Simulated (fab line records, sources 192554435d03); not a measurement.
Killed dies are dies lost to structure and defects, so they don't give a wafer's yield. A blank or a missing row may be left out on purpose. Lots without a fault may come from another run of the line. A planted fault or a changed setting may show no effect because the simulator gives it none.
A struck lot beside a sound one | flow n5_finfet | 19 steps out of a route of 1938
Sound: wafers L214.1, L214.3, L214.6. Struck: wafers L221.1, L221.2, L221.5. The cause comes at the end.
At each step with rows: each side's tool, then ch and its chambers, then its first start. Under that, the readings that differ: sound wafers | struck wafers | difference of the means | sigmas: that difference in standard deviations of wafers without a fault.
alike: readings whose means differ by less than 2 such deviations, and words and numbers that are the same on both sides. not compared: withheld readings, readings that some wafer has no value for, bounds like >300 that may hide the same value, and numbers for which the record gives no deviation and whose values overlap.
The two part at a step that has a row with sigmas, a row that says differs or no value, or rows on one side only. Numbers that don't overlap but have no deviation are shown without sigmas and don't part them. A reading that every wafer of one side lacks parts them only if that side has two wafers or more.

N5_BEOL_M0_SAQP_ETCH_88: etches underlayer in N2/H2, target depth 6.5 nm, time 5.2 s.
  sound on rie_diel-03 ch 0,2,3, day 5 19:56; struck on rie_diel-03 ch 1,2,3, day 7 13:04
  alike: drypump_motor_current_A, etch_rf_on_time_s, oes_product_au, rf_vpp_V, showerhead_plenum_p_Torr, throttle_valve_pct
  not compared: rf_hours_counter_h
N5_BEOL_M0_SAQP_ETCH_73: etches SiARC in CF4, target depth 19.5 nm, time 32.5 s.
  sound on rie_diel-03 ch 0,2,3, day 5 19:57; struck on rie_diel-03 ch 1,2,3, day 7 13:05
  alike: drypump_motor_current_A, etch_rf_on_time_s, oes_product_au, rf_vpp_V, showerhead_plenum_p_Torr, throttle_valve_pct
  not compared: rf_hours_counter_h
N5_BEOL_M0_SAQP_CUT_ETCH_46: etches SOC in N2/H2, target depth 135 nm, overetch 27 nm, time 202.5 s.
  sound on rie_diel-03 ch 0,2,3, day 5 19:59; struck on rie_diel-03 ch 1,2,3, day 7 13:07
  alike: drypump_motor_current_A, rf_vpp_V, showerhead_plenum_p_Torr, throttle_valve_pct
  not compared: rf_hours_counter_h
then, 3 steps without rows for these wafers: N5_BEOL_M0_SAQP_STRIP_74 (strips in N2/H2); N5_BEOL_M0_SAQP_STRIP_89 (strips in N2/H2); N5_BEOL_M0_SAQP_ALD_48 (deposits SiO2, target thk 20 nm, pulse time 1 s, co reactant pulse time 1 s).
N5_BEOL_M0_SAQP_ETCH_49: etches SiO2 in CF4/O2, target depth 37 nm.
  sound on rie_diel-02 ch 1,2,3, day 5 21:37; struck on rie_diel-06 ch 0,1, day 7 13:50
  alike: drypump_motor_current_A, oes_ar_750_au, oes_product_au, rf_vpp_V, showerhead_plenum_p_Torr, throttle_valve_pct
  not compared: rf_hours_counter_h
N5_BEOL_M0_SAQP_STRIP_75: strips in CF4.
  sound on rie_diel-02 ch 1,2,3, day 5 21:43; struck on rie_diel-06 ch 0,1, day 7 13:56
  alike: drypump_motor_current_A, oes_product_au, rf_vpp_V, showerhead_plenum_p_Torr, throttle_valve_pct
  not compared: rf_hours_counter_h
then, 4 steps without rows for these wafers: N5_BEOL_M0_CUTY_COAT_50 (time 60 s, resist thk 15 nm); N5_BEOL_M0_CUTY_COAT_51 (resist thk 150 nm); N5_BEOL_M0_CUTY_EBR_52; N5_BEOL_M0_CUTY_SOFTBAKE_53 (time 60 s).
N5_BEOL_M0_CUTY_EXPOSE_54: exposes mask M0 ABLK.
  sound on arfi_scanner-02 ch 0, day 5 21:52; struck on arfi_scanner-02 ch 0, day 7 14:13
  reading                              | sound       | struck      | difference | sigmas
  model.BEOL_M0_CUTY.overlay_x_nm (nm) | 0.2 0.2 0.2 | 9.6 9.6 9.6 | +9.4       |
  alike: mask
then, 2 steps without rows for these wafers: N5_BEOL_M0_CUTY_PEB_55 (peb time 60 s); N5_BEOL_M0_CUTY_DEVELOP_56 (develop time 30 s).
N5_BEOL_M0_CUTY_CD_MEAS_57: target cd 200 nm.
  sound on cd_sem-01 ch 0, day 5 21:59; struck on cd_sem-03 ch 0, day 7 14:20
  alike: cd_nm
N5_BEOL_M0_CUTY_OVL_MEAS_58:
  sound on overlay-01 ch 0, day 5 22:01; struck on overlay-02 ch 0, day 7 14:22
  reading          | sound         | struck      | difference | sigmas
  M0_ABLK_OVL (nm) | -0.5 -0.2 0.1 | 9.1 9.5 9.9 | +9.7       | +11
N5_BEOL_M0_CUTY_INSPECT_59: inspects for defects (macro).
  sound on defect_inspect-01, day 5 22:02; struck on defect_inspect-02, day 7 14:23
  alike: raw_defect_count
-- the record jumps here: 2 days lie between the struck wafers' starts before and after (it left off in module BEOL_M0_CUTY and takes up again in module BEOL_M4, whose first step shown is number 1111 of the route) --
N5_BEOL_M4_RC_MEAS_101:
  sound on prober-01 ch 0, day 8 06:16; struck on prober-01 ch 0, day 9 22:13
  alike: DIBL_N, DIBL_P, IOFF_N, IOFF_P, ION_N, ION_P, SS_N, SS_P, VT_N, VT_P

WHERE THEY PART
Only at N5_BEOL_M0_CUTY_OVL_MEAS_58, within this record. Later steps at which nothing parts them and some readings are alike: N5_BEOL_M0_CUTY_INSPECT_59, N5_BEOL_M4_RC_MEAS_101.

WHY: what the simulator had put in
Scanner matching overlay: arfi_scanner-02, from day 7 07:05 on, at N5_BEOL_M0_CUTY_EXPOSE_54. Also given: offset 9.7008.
